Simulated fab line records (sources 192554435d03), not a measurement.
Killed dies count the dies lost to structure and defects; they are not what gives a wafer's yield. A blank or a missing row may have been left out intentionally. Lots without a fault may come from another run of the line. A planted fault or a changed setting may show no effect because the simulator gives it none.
Which tool was responsible? | flow n5_finfet | Sampling: 12 lots, 36 wafers, 5 of 1938 route steps

WHAT EACH GAUGE READ, for each wafer
N5_BEOL_M3_THK_MEAS_53: measures by xrf.
lot  | measured     | on            | M3_THK (nm)
L076 | day 7 18:14  | film_metro-02 | 41.4 40.9 40.3
L077 | day 8 07:07  | film_metro-02 | 41.2 38.1 41.7
L079 | day 8 14:20  | film_metro-02 | 40.0 42.9 42.2
L081 | day 9 08:23  | film_metro-01 | 40.6 39.3 40.8
L083 | day 9 20:11  | film_metro-01 | 40.1 38.9 44.5
L085 | day 10 14:00 | film_metro-01 | 39.0 40.6 39.7
L088 | day 10 21:28 | film_metro-02 | 38.8 38.3 40.9
L087 | day 11 03:13 | film_metro-02 | 38.7 40.9 42.1
L091 | day 11 13:44 | film_metro-02 | 37.9 39.4 40.0
L092 | day 12 23:56 | film_metro-01 | 42.0 41.5 43.6
L097 | day 13 03:26 | film_metro-02 | 38.5 39.9 42.3
L096 | day 13 08:02 | film_metro-02 | 41.5 42.7 42.7

EACH LOT AND THE TOOL THAT RAN IT (in order: tool; ch and the chambers of the sampled wafers; start)
lot  | N5_BEOL_M3_DEGAS_44          | N5_BEOL_M3_ALD_84                   | N5_BEOL_M3_ANNEAL_80         | N5_BEOL_M3_SPUTTER_96
L076 | pvd_sputter-02, day 7 14:43  | ald_metal-02 ch 0,3, day 7 14:49    | pvd_sputter-01, day 7 15:59  | pvd_sputter-01, day 7 17:26
L077 | pvd_sputter-02, day 8 02:04  | ald_metal-03 ch 0,1,3, day 8 02:10  | pvd_sputter-01, day 8 03:14  | pvd_sputter-01, day 8 04:42
L079 | pvd_sputter-02, day 8 10:42  | ald_metal-04 ch 0,1,3, day 8 10:49  | pvd_sputter-02, day 8 11:49  | pvd_sputter-02, day 8 13:17
L081 | pvd_sputter-03, day 9 04:22  | ald_metal-02 ch 0,1, day 9 04:33    | pvd_sputter-01, day 9 05:29  | pvd_sputter-01, day 9 06:57
L083 | pvd_sputter-02, day 9 16:35  | ald_metal-03 ch 1,2,3, day 9 16:55  | pvd_sputter-02, day 9 17:56  | pvd_sputter-02, day 9 19:24
L085 | pvd_sputter-02, day 10 10:44 | ald_metal-03 ch 0,3, day 10 10:50   | pvd_sputter-02, day 10 11:45 | pvd_sputter-02, day 10 13:13
L088 | pvd_sputter-02, day 10 18:04 | ald_metal-04 ch 1,2,3, day 10 18:23 | pvd_sputter-01, day 10 19:13 | pvd_sputter-01, day 10 20:41
L087 | pvd_sputter-03, day 10 23:45 | ald_metal-02 ch 1,3, day 10 23:51   | pvd_sputter-01, day 11 00:46 | pvd_sputter-01, day 11 02:13
L091 | pvd_sputter-01, day 11 10:10 | ald_metal-03 ch 1,2,3, day 11 10:22 | pvd_sputter-01, day 11 11:25 | pvd_sputter-01, day 11 12:53
L092 | pvd_sputter-01, day 12 19:11 | ald_metal-04 ch 0,2,3, day 12 19:17 | pvd_sputter-01, day 12 21:40 | pvd_sputter-01, day 12 23:07
L097 | pvd_sputter-01, day 12 23:42 | ald_metal-03 ch 0,3, day 13 00:02   | pvd_sputter-02, day 13 01:01 | pvd_sputter-02, day 13 02:28
L096 | pvd_sputter-02, day 13 04:47 | ald_metal-04 ch 0,1,3, day 13 04:53 | pvd_sputter-02, day 13 05:46 | pvd_sputter-02, day 13 07:14
- N5_BEOL_M3_DEGAS_44: time 60 s.
- N5_BEOL_M3_ALD_84: deposits TaN, pulse time 2 s, purge time 3 s, co reactant purge time 2 s.
- N5_BEOL_M3_ANNEAL_80: time 240 s.
- N5_BEOL_M3_SPUTTER_96: material Cu, target thk 4.5 nm, time 8.29 s.

THE ANSWER, worked out from the rows above alone
Rule: usual is defined by the lots themselves. Put in order of their means at a reading, lots are off if they are a third of the lots or fewer, leave a main group of 4 or more, and stand apart from it by a gap of 3 or more times the standard deviation of the main group's means; of several such gaps the widest counts. If all means in a main group match to the digits the tables above print for the reading, that group is not used. A lot without any number at a reading at which 4 lots or more have one is off too. Where the step has rows for the other lots, those lots are counted as sound.
Nothing can be told from this: no lot is off at any reading shown.

WHAT HAD BEEN PUT IN BY THE SIMULATOR
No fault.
